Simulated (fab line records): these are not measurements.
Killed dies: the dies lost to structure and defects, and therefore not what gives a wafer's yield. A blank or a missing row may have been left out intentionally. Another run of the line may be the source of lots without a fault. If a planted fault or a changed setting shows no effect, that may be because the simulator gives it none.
A lot that was struck, set against a sound lot || flow n5Finfet || 18 steps out of a route of 1938
Sound: these wafers, L985.1, L985.5, L985.6. Struck: wafer L997.2 (L997.1, L997.3, from the same lot, were not struck and are left out); the cause is given at the end.
Per side, at each step with rows, come the tool, then ch with its chambers, and then its first start. Under that, the readings that differ: sound wafers || struck wafers || difference of the means || sigmas: that difference in standard deviations of wafers without a fault.
alike: readings whose means differ by less than 2 such deviations, and words and numbers that are the same on both sides. not compared: withheld readings, readings that some wafer has no value for, bounds like >300 that may hide the same value, and numbers for which the record gives no deviation and whose values overlap.
The two part at a step that has a row with sigmas, a row that says differs or no value, or rows on one side only. Non-overlapping numbers with no deviation appear without sigmas and do not part them. Lack of a reading on every wafer of one side parts them only where that side has two or more wafers.

N5_BEOL_M3_INSPECT_30: inspects for defects (brightfield).
  sound: defectInspect-01 at day 6 22:19; struck: defectInspect-01 at day 10 13:13
  alike: rawDefectCount
N5_BEOL_M3_DESCUM_33: chemistry O2, time 7 s.
  sound on rieDiel-05 ch 0,1, day 6 22:21; struck on rieDiel-05 ch 3, day 10 13:25
  alike: drypumpMotorCurrentA, oesProductAu, rfFwdPowerW, rfVppV, showerheadPlenumPTorr, throttleValvePct
  not compared: rfHoursCounterH
then, 4 steps without rows for these wafers: N5_BEOL_M3_ETCH_77 (etches underlayer in N2/H2, target depth 6.5 nm, time 5.2 s); N5_BEOL_M3_ETCH_69 (etches SiARC in CF4, target depth 15.6 nm, time 26 s); N5_BEOL_M3_ALD_98 (deposits SiO2, target thk 2.5 nm, pulse time 1 s, co reactant pulse time 1 s); N5_BEOL_M3_ETCHBACK_99 (etches SiO2 in CHF3, target depth 5 nm, time 10.4 s).
N5_BEOL_M3_ETCH_70: etches SOC in N2/H2, target depth 80 nm, overetch 16 nm, time 120 s.
  sound on rieDiel-06 ch 0,1, day 6 23:00; struck on rieDiel-05 ch 0, day 10 17:38
  alike: biasW, drypumpMotorCurrentA, oesProductAu, rfFwdPowerW, rfVppV, showerheadPlenumPTorr, throttleValvePct
  not compared: rfHoursCounterH
then, 2 steps without rows for these wafers: N5_BEOL_M3_STRIP_71 (strips in N2/H2); N5_BEOL_M3_STRIP_78 (strips in N2/H2).
N5_BEOL_M3_VIA_ETCH_34: etches the open film in C4F6/O2, target depth 69.4 nm, time 65.9 s.
  sound on rieDiel-06 ch 0,1, day 6 23:06; struck on rieDiel-05 ch 0, day 10 17:44
  alike: O2_flow_sccm, biasW, drypumpMotorCurrentA, oesProductAu, rfFwdPowerW, rfVppV, showerheadPlenumPTorr, throttleValvePct
  not compared: rfHoursCounterH
then, 1 step without rows for these wafers: N5_BEOL_M3_STRIP_83 (strips in C4F6/O2).
N5_BEOL_M3_STRIP_36: strips in N2/H2.
  sound on rieDiel-06 ch 0,1, day 6 23:10; struck on rieDiel-05 ch 0, day 10 17:47
  alike: drypumpMotorCurrentA, oesProductAu, rfVppV, showerheadPlenumPTorr, throttleValvePct
  not compared: rfHoursCounterH
N5_BEOL_M3_TRENCH_ETCH_37: etches SiOC in C4F6/O2, target depth 55.555 nm, time 29.2 s.
  sound on rieDiel-06 ch 0,1, day 6 23:12; struck on rieDiel-05 ch 0, day 10 17:50
{"reading": "oesProductAu (a.u.)", "sound": "0.73 0.74 0.67", "struck": 0.88, "difference": "+0.17", "sigmas": "+2"}
{"reading": "model.BEOL_M3.featureDepthNm (nm)", "sound": "54.4 54.6 54.6", "struck": 80, "difference": "+25", "sigmas": ""}
{"reading": "model.etch.depthNm (nm)", "sound": "54.33 54.59 54.56", "struck": 79.92, "difference": "+25.43", "sigmas": ""}
{"reading": "model.TiN_of_BEOL_M3_HM_DEP_02.thkNm (nm)", "sound": "17.6 17.6 17.6", "struck": 16.4, "difference": -1.2, "sigmas": ""}
  alike: O2_flow_sccm, biasW, drypumpMotorCurrentA, rfFwdPowerW, rfVppV, showerheadPlenumPTorr, throttleValvePct
  not compared: rfHoursCounterH
then, 1 step without rows for these wafers: N5_BEOL_M3_ETCH_41 (etches SiCN in CH3F/O2, target depth 29.9 nm, time 52.5 s).
N5_BEOL_M3_STRIP_97: strips in N2/H2, time 10 s.
  sound: rieDiel-06 ch 0,1; struck: rieDiel-05 ch 0
  alike: drypumpMotorCurrentA, oesProductAu, rfVppV, showerheadPlenumPTorr, throttleValvePct
  not compared: rfHoursCounterH
N5_BEOL_M3_OCD_MEAS_38:
  sound: ocd-02 at day 6 23:21; struck: ocd-01 at day 10 17:59
{"reading": "trenchDepthNm (nm)", "sound": "54.7 54.1 54.5", "struck": 80.6, "difference": "+26.2", "sigmas": "+30"}
then, 1 step without rows for these wafers: N5_BEOL_M3_HM_STRIP_39 (strips TiN in peroxide tin strip, target depth 25 nm, time 158 s).
N5_BEOL_M4_RC_MEAS_101:
  sound on prober-02 ch 0, day 7 14:16; struck on prober-01 ch 0, day 11 21:13
{"reading": "ION_N (uA/um)", "sound": "680 686 678", "struck": 664, "difference": -17, "sigmas": -2}
  alike: DIBL_N, DIBL_P, IOFF_N, IOFF_P, ION_P, SS_N, SS_P, VT_N, VT_P

== WHERE THEY PART ==
At N5_BEOL_M3_TRENCH_ETCH_37 first; at N5_BEOL_M4_RC_MEAS_101 last (within this record only).

WHY: what the simulator had put in
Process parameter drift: rieDiel-05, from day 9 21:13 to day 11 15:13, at N5_BEOL_M3_TRENCH_ETCH_37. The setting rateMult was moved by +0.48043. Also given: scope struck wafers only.
